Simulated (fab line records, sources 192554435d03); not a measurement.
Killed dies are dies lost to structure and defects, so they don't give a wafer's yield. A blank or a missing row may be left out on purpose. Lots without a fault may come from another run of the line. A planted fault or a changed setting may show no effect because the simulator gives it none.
Chamber matching | flow n5_finfet | N5_SD_EPI_N_ETCH_34 on rie_diel-02: 4 sister chambers
The step etches SiARC in CF4, target depth 45.5 nm, time 75.8 s. 4 wafers are shown with their chamber, then 7 later ones without.

WAFERS WITH THEIR CHAMBER
wafer  | chamber | drypump_motor_current_A (A)
L085.2 | 1       | 5.4
L085.4 | 2       | 5.1
L086.1 | 3       | 4.9
L086.3 | 0       | 5.6

WAFERS WITHOUT THEIR CHAMBER
wafer  | drypump_motor_current_A (A)
L086.4 | 5.6
L091.3 | 5.0
L091.4 | 5.3
L091.6 | 4.9
L094.1 | 5.3
L094.2 | 4.9
L094.3 | 5.0

WHICH CHAMBER EACH WENT THROUGH
wafer  | from the rows above     | in truth
L086.4 | 0                       | 0
L091.3 | can't be placed: 2 or 3 | 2
L091.4 | can't be placed: 1 or 2 | 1
L091.6 | 3                       | 3
L094.1 | can't be placed: 1 or 2 | 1
L094.2 | 3                       | 3
L094.3 | can't be placed: 2 or 3 | 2
Placed correctly: 3 of 7. Can't be placed from these rows: 4 (the true chamber is among the candidates in 4). Placed wrongly: 0.
How it was worked out, from the rows above alone: a wafer's distance from a chamber is the root of the sum, over the readings, of the square of ((its reading less the chamber's mean) divided by the reading's scatter). The wafer belongs to the nearest chamber; if the next one is less than 2 further off, it can't be placed. A chamber's mean is the mean of its shown wafers. The scatter: with one shown wafer a chamber, the root of the mean of the squares of how far each hidden wafer lies from its nearest shown one.
